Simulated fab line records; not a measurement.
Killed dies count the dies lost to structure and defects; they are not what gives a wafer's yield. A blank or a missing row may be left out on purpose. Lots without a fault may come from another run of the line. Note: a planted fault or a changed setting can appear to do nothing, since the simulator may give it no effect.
What tool caused it? | flow n5 finfet | 24 lots, 72 wafers sampled, at 6 steps of a route of 1938

## WHAT THE GAUGES SHOWED, per wafer
N5_BEOL_M11_CD_MEAS_28: the cd target is 70 nm.
lot  | measured     | on        | cd nm (nm)
L074 | day 10 06:20 | cd sem-03 | 71.0 71.8 71.3
L075 | day 10 15:00 | cd sem-01 | 71.1 69.5 69.1
L076 | day 10 15:19 | cd sem-01 | 71.0 72.0 70.8
L077 | day 11 08:55 | cd sem-02 | 69.6 71.1 68.9
L078 | day 11 15:52 | cd sem-02 | 69.3 70.3 70.0
L079 | day 11 18:04 | cd sem-02 | 69.5 70.9 70.5
L082 | day 11 18:58 | cd sem-01 | 68.9 70.6 69.8
L080 | day 12 00:22 | cd sem-02 | 67.2 69.5 69.8
L081 | day 12 11:12 | cd sem-03 | 70.8 69.4 70.4
L083 | day 12 11:22 | cd sem-03 | 70.3 70.8 71.0
L085 | day 13 04:47 | cd sem-01 | 69.7 70.2 69.0
L084 | day 13 04:50 | cd sem-03 | 69.9 70.0 70.6
L086 | day 13 21:29 | cd sem-03 | 69.0 69.7 68.0
L089 | day 14 04:10 | cd sem-01 | 70.3 71.5 69.8
L088 | day 14 04:20 | cd sem-01 | 69.4 67.5 69.7
L087 | day 14 04:30 | cd sem-02 | 71.9 70.5 69.1
L091 | day 14 09:56 | cd sem-01 | 72.2 71.5 69.3
L090 | day 14 11:10 | cd sem-03 | 72.0 72.2 69.7
L092 | day 15 02:23 | cd sem-01 | 73.6 71.9 71.5
L093 | day 15 07:26 | cd sem-02 | 70.1 71.4 70.4
L095 | day 15 23:22 | cd sem-02 | 71.2 70.7 70.6
L094 | day 16 01:05 | cd sem-02 | 69.6 70.4 69.2
L096 | day 16 04:54 | cd sem-02 | 71.2 71.8 69.4
L097 | day 16 21:37 | cd sem-03 | 70.5 72.4 71.3

N5_BEOL_M11_THK_MEAS_53: measures by xrf.
lot  | measured     | on            | M11_THK (nm)
L074 | day 10 11:25 | film metro-02 | 139 141 143
L075 | day 10 19:08 | film metro-02 | 143 141 143
L076 | day 10 19:11 | film metro-01 | 142 145 142
L077 | day 11 12:28 | film metro-02 | 142 137 138
L078 | day 11 20:32 | film metro-02 | 137 143 143
L079 | day 11 21:17 | film metro-02 | 141 138 144
L082 | day 11 23:54 | film metro-02 | 139 135 143
L080 | day 12 03:40 | film metro-02 | 143 143 145
L081 | day 12 15:05 | film metro-02 | 136 141 144
L083 | day 12 15:19 | film metro-01 | 147 138 140
L085 | day 13 07:34 | film metro-01 | 140 147 145
L084 | day 13 07:52 | film metro-01 | 144 147 146
L086 | day 14 01:11 | film metro-02 | 139 145 141
L089 | day 14 07:20 | film metro-01 | 144 144 145
L088 | day 14 07:47 | film metro-01 | 142 145 147
L087 | day 14 09:05 | film metro-02 | 148 144 143
L091 | day 14 13:33 | film metro-01 | 142 143 143
L090 | day 14 15:56 | film metro-01 | 147 144 145
L092 | day 15 05:44 | film metro-02 | 142 145 145
L093 | day 15 11:48 | film metro-01 | 143 146 143
L095 | day 16 03:05 | film metro-01 | 145 137 144
L094 | day 16 04:04 | film metro-02 | 145 136 144
L096 | day 16 08:19 | film metro-01 | 141 143 140
L097 | day 17 01:22 | film metro-02 | 144 146 145

N5_BEOL_M11_INSPECT_58: inspects for defects (darkfield).
lot  | measured     | on                | raw defect count
L074 | day 10 11:34 | defect inspect-01 | 52 44 47
L075 | day 10 19:17 | defect inspect-01 | 104 75 86
L076 | day 10 19:22 | defect inspect-01 | 57 113 78
L077 | day 11 12:38 | defect inspect-01 | 92 78 45
L078 | day 11 20:41 | defect inspect-02 | 81 81 61
L079 | day 11 21:26 | defect inspect-01 | 62 56 40
L082 | day 12 00:03 | defect inspect-01 | 64 88 45
L080 | day 12 03:49 | defect inspect-02 | 73 46 66
L081 | day 12 15:14 | defect inspect-01 | 72 65 57
L083 | day 12 15:28 | defect inspect-01 | 51 59 44
L085 | day 13 07:43 | defect inspect-02 | 61 51 57
L084 | day 13 08:02 | defect inspect-01 | 81 63 78
L086 | day 14 01:20 | defect inspect-01 | 124 88 80
L089 | day 14 07:29 | defect inspect-02 | 64 79 31
L088 | day 14 07:56 | defect inspect-02 | 52 59 117
L087 | day 14 09:14 | defect inspect-02 | 59 58 55
L091 | day 14 13:42 | defect inspect-01 | 36 38 62
L090 | day 14 16:05 | defect inspect-02 | 64 61 61
L092 | day 15 05:53 | defect inspect-02 | 44 60 39
L093 | day 15 11:59 | defect inspect-01 | 51 55 58
L095 | day 16 03:14 | defect inspect-02 | 66 90 52
L094 | day 16 04:13 | defect inspect-02 | 126 65 85
L096 | day 16 08:28 | defect inspect-01 | 67 73 59
L097 | day 17 01:31 | defect inspect-02 | 48 79 42

## TOOL THAT RAN EACH LOT (tool first, then ch and the chambers of the sampled wafers, then the start)
lot  | N5_BEOL_M11_VIA_ETCH_34            | N5_BEOL_M11_ALD_74                  | N5_BEOL_M11_CMP_52
L074 | rie diel-06 ch 1,2,3, day 10 06:38 | ald metal-04 ch 0,1,2, day 10 08:04 | cmp-04 ch 1,2,3, day 10 11:12
L075 | rie diel-04 ch 0,3, day 10 15:34   | ald metal-01 ch 1,2, day 10 17:26   | cmp-03 ch 0,1,2, day 10 18:55
L076 | rie diel-06 ch 0,2, day 10 15:37   | ald metal-04 ch 0,1,3, day 10 17:31 | cmp-04 ch 0,1,3, day 10 18:58
L077 | rie diel-06 ch 1,2, day 11 09:13   | ald metal-01 ch 1,3, day 11 10:20   | cmp-04 ch 1,3, day 11 12:13
L078 | rie diel-06 ch 1,2,3, day 11 16:58 | ald metal-01 ch 1,2, day 11 17:53   | cmp-04 ch 2,3, day 11 20:14
L079 | rie diel-06 ch 0,2,3, day 11 18:25 | ald metal-04 ch 0,1,3, day 11 19:57 | cmp-03 ch 0,1,3, day 11 21:00
L082 | rie diel-06 ch 0,1,2, day 11 19:25 | ald metal-04 ch 0,1,2, day 11 20:25 | cmp-03 ch 0,1,3, day 11 23:39
L080 | rie diel-04 ch 1,2, day 12 00:40   | ald metal-01 ch 0,1,2, day 12 01:41 | cmp-03 ch 0,1,2, day 12 03:23
L081 | rie diel-06 ch 0,1,2, day 12 11:34 | ald metal-01 ch 1,2,3, day 12 12:30 | cmp-03 ch 0,1,3, day 12 14:47
L083 | rie diel-03 ch 1,2, day 12 12:07   | ald metal-03 ch 0,1, day 12 13:08   | cmp-03 ch 0,1,3, day 12 15:04
L085 | rie diel-06 ch 0,2,3, day 13 05:05 | ald metal-03 ch 0,1, day 13 06:00   | cmp-03 ch 0,1, day 13 07:19
L084 | rie diel-04 ch 0,1,3, day 13 05:07 | ald metal-04 ch 0,1,3, day 13 06:05 | cmp-04 ch 0,2, day 13 07:37
L086 | rie diel-06 ch 1,2,3, day 13 21:47 | ald metal-04 ch 0,1,3, day 13 23:46 | cmp-04 ch 0,2, day 14 00:53
L089 | rie diel-04 ch 0,1,3, day 14 04:28 | ald metal-04 ch 0,2, day 14 05:23   | cmp-02 ch 0,1,2, day 14 07:05
L088 | rie diel-06 ch 0,1,3, day 14 04:38 | ald metal-01 ch 0,1,2, day 14 05:39 | cmp-03 ch 1,2,3, day 14 07:29
L087 | rie diel-03 ch 0,2,3, day 14 05:03 | ald metal-03 ch 0,3, day 14 06:03   | cmp-04 ch 0,3, day 14 08:47
L091 | rie diel-06 ch 0,3, day 14 10:14   | ald metal-04 ch 0,3, day 14 12:08   | cmp-02 ch 0,1,3, day 14 13:17
L090 | rie diel-03 ch 0,3, day 14 11:28   | ald metal-04 ch 0,3, day 14 12:44   | cmp-04 ch 1,3, day 14 15:40
L092 | rie diel-06 ch 0,2, day 15 02:41   | ald metal-01 ch 0,2,3, day 15 04:01 | cmp-04 ch 0,3, day 15 05:26
L093 | rie diel-04 ch 1,2, day 15 08:14   | ald metal-03 ch 0,1, day 15 10:19   | cmp-02 ch 0,2,3, day 15 11:37
L095 | rie diel-03 ch 0,1, day 15 23:40   | ald metal-03 ch 0,1,2, day 16 01:41 | cmp-04 ch 0,2, day 16 02:47
L094 | rie diel-03 ch 1,2, day 16 01:23   | ald metal-04 ch 1,2, day 16 02:40   | cmp-03 ch 0,2, day 16 03:46
L096 | rie diel-04 ch 1,2,3, day 16 05:12 | ald metal-03 ch 0,2,3, day 16 06:06 | cmp-03 ch 0,1,3, day 16 08:02
L097 | rie diel-06 ch 1,2, day 16 21:55   | ald metal-04 ch 0,2,3, day 16 22:56 | cmp-03 ch 0,1,3, day 17 01:09
- N5_BEOL_M11_VIA_ETCH_34: etches SiCOH lowk in C4F6/O2, target depth 184.5 nm, time 69.2 s.
- N5_BEOL_M11_ALD_74: deposits TaN, target thk 2 nm, pulse time 2 s, purge time 3 s.
- N5_BEOL_M11_CMP_52: polishes, stops on SiCOH lowk, t overpolish 7 s, target thk 140 nm.

## AS READ BY THE TOOLS THEMSELVES (means over the sampled wafers that have a number; for cases with no such wafer, the mark the record gives instead)
N5_BEOL_M11_VIA_ETCH_34.
lot  | tool        | drypump motor current A (A) | oes product au (a.u.) | rf vpp V (V) | showerhead plenum p Torr (Torr) | throttle valve pct (%)
L074 | rie diel-06 | 6.1                         | 0.78                  | 661          | 2.85                            | 20.76
L075 | rie diel-04 | 6.1                         | 0.85                  | 677          | 2.89                            | 20.90
L076 | rie diel-06 | 5.8                         | 0.88                  | 677          | 2.88                            | 20.68
L077 | rie diel-06 | 6.4                         | 0.74                  | 656          | 2.87                            | 20.85
L078 | rie diel-06 | 6.1                         | 0.77                  | 659          | 2.85                            | 20.76
L079 | rie diel-06 | 5.8                         | 0.83                  | 669          | 2.85                            | 20.70
L082 | rie diel-06 | 6.1                         | 0.80                  | 666          | 2.87                            | 20.78
L080 | rie diel-04 | 4.9                         | 0.88                  | 659          | 2.96                            | 20.60
L081 | rie diel-06 | 6.1                         | 0.79                  | 665          | 2.87                            | 20.77
L083 | rie diel-03 | 5.3                         | 0.80                  | 682          | 2.95                            | 20.84
L085 | rie diel-06 | 5.8                         | 0.82                  | 669          | 2.85                            | 20.70
L084 | rie diel-04 | 5.5                         | 0.85                  | 671          | 2.90                            | 20.74
L086 | rie diel-06 | 6.1                         | 0.76                  | 659          | 2.84                            | 20.79
L089 | rie diel-04 | 5.5                         | 0.84                  | 670          | 2.90                            | 20.76
L088 | rie diel-06 | 6.2                         | 0.75                  | 665          | 2.88                            | 20.91
L087 | rie diel-03 | 5.7                         | 0.89                  | 667          | 3.02                            | 20.79
L091 | rie diel-06 | 5.9                         | 0.81                  | 676          | 2.88                            | 20.84
L090 | rie diel-03 | 6.0                         | 0.86                  | 656          | 3.01                            | 20.79
L092 | rie diel-06 | 5.8                         | 0.84                  | 676          | 2.86                            | 20.73
L093 | rie diel-04 | 5.2                         | 0.84                  | 655          | 2.97                            | 20.73
L095 | rie diel-03 | 5.7                         | 0.81                  | 665          | 2.97                            | 20.78
L094 | rie diel-03 | 5.2                         | 0.83                  | 687          | 2.99                            | 20.80
L096 | rie diel-04 | 5.2                         | 0.83                  | 662          | 2.94                            | 20.69
L097 | rie diel-06 | 5.9                         | 0.86                  | 659          | 2.82                            | 20.59

N5_BEOL_M11_ALD_74.
lot  | tool         | heater power w (W) | mfc carrier sccm (sccm)
L074 | ald metal-04 | 414                | 1500
L075 | ald metal-01 | 407                | 1497
L076 | ald metal-04 | 418                | 1504
L077 | ald metal-01 | 455                | 1503
L078 | ald metal-01 | 414                | 1501
L079 | ald metal-04 | 413                | 1502
L082 | ald metal-04 | 400                | 1503
L080 | ald metal-01 | 412                | 1503
L081 | ald metal-01 | 425                | 1498
L083 | ald metal-03 | 378                | 1500
L085 | ald metal-03 | 364                | 1503
L084 | ald metal-04 | 421                | 1502
L086 | ald metal-04 | 417                | 1502
L089 | ald metal-04 | 391                | 1497
L088 | ald metal-01 | 410                | 1498
L087 | ald metal-03 | 376                | 1496
L091 | ald metal-04 | 408                | 1503
L090 | ald metal-04 | 430                | 1498
L092 | ald metal-01 | 423                | 1502
L093 | ald metal-03 | 365                | 1501
L095 | ald metal-03 | 365                | 1499
L094 | ald metal-04 | 418                | 1505
L096 | ald metal-03 | 366                | 1503
L097 | ald metal-04 | 411                | 1501

N5_BEOL_M11_CMP_52.
lot  | tool   | barrier field endpoint s (s) | clearing platen rpm (rpm) | motor current A (A) | overpolish run s (s) | time to endpoint s (s)
L074 | cmp-04 | 29.1                         | 50.014                    | 6.3                 | 6.997                | 66.9
L075 | cmp-03 | 29.1                         | 50.012                    | 6.6                 | 7.001                | 67.6
L076 | cmp-04 | 29.4                         | 50.000                    | 6.1                 | 6.993                | 64.5
L077 | cmp-04 | 29.7                         | 49.964                    | 6.4                 | 7.006                | 68.0
L078 | cmp-04 | 29.5                         | 49.992                    | 6.1                 | 7.003                | 68.3
L079 | cmp-03 | 29.2                         | 50.002                    | 6.3                 | 6.992                | 67.9
L082 | cmp-03 | 29.0                         | 50.026                    | 6.2                 | 6.996                | 66.6
L080 | cmp-03 | 29.2                         | 49.986                    | 6.4                 | 6.999                | 66.6
L081 | cmp-03 | 29.1                         | 50.005                    | 6.1                 | 6.988                | 66.1
L083 | cmp-03 | 29.3                         | 50.005                    | 6.4                 | 6.991                | 65.3
L085 | cmp-03 | 28.7                         | 49.990                    | 6.2                 | 6.995                | 68.4
L084 | cmp-04 | 29.1                         | 50.008                    | 6.1                 | 6.994                | 69.1
L086 | cmp-04 | 29.4                         | 49.993                    | 6.0                 | 7.002                | 65.8
L089 | cmp-02 | 28.5                         | 49.990                    | 6.4                 | 6.997                | 64.9
L088 | cmp-03 | 29.2                         | 49.989                    | 6.6                 | 6.992                | 67.9
L087 | cmp-04 | 29.1                         | 49.996                    | 6.1                 | 6.998                | 65.8
L091 | cmp-02 | 28.6                         | 49.989                    | 6.0                 | 6.995                | 65.5
L090 | cmp-04 | 29.0                         | 50.025                    | 6.1                 | 6.997                | 67.1
L092 | cmp-04 | 29.5                         | 49.973                    | 6.0                 | 6.999                | 66.9
L093 | cmp-02 | 28.8                         | 50.009                    | 5.7                 | 7.006                | 65.6
L095 | cmp-04 | 29.1                         | 50.011                    | 6.1                 | 7.004                | 68.9
L094 | cmp-03 | 29.7                         | 49.992                    | 6.6                 | 6.994                | 67.6
L096 | cmp-03 | 29.7                         | 49.991                    | 6.4                 | 6.991                | 72.0
L097 | cmp-03 | 29.2                         | 49.998                    | 6.4                 | 6.998                | 72.0

## THE ANSWER, worked out from the rows above alone
Rule: the lots themselves supply what counts as usual. The widest of any qualifying gaps counts: lots, ordered by their means at a reading, are off when they make up no more than a third of the lots, leave a main group of 4 or more, and stand apart from it by 3 or more times the standard deviation of that group's means. If all means in a main group match to the digits the tables above print for the reading, that group is not used. Also off: a lot with no number at a reading for which 4 or more lots have one. Where the step has rows for the other lots, those lots are counted as sound. First the gauges in route order, then the tools' own readings, where a lot's mean is used as printed above. At the first step where some lot is off, the reading lying furthest off is the one used; lots without a number count as furthest.
None of the lots is off at any reading shown; this tells nothing.

## WHAT WAS PUT IN BY THE SIMULATOR
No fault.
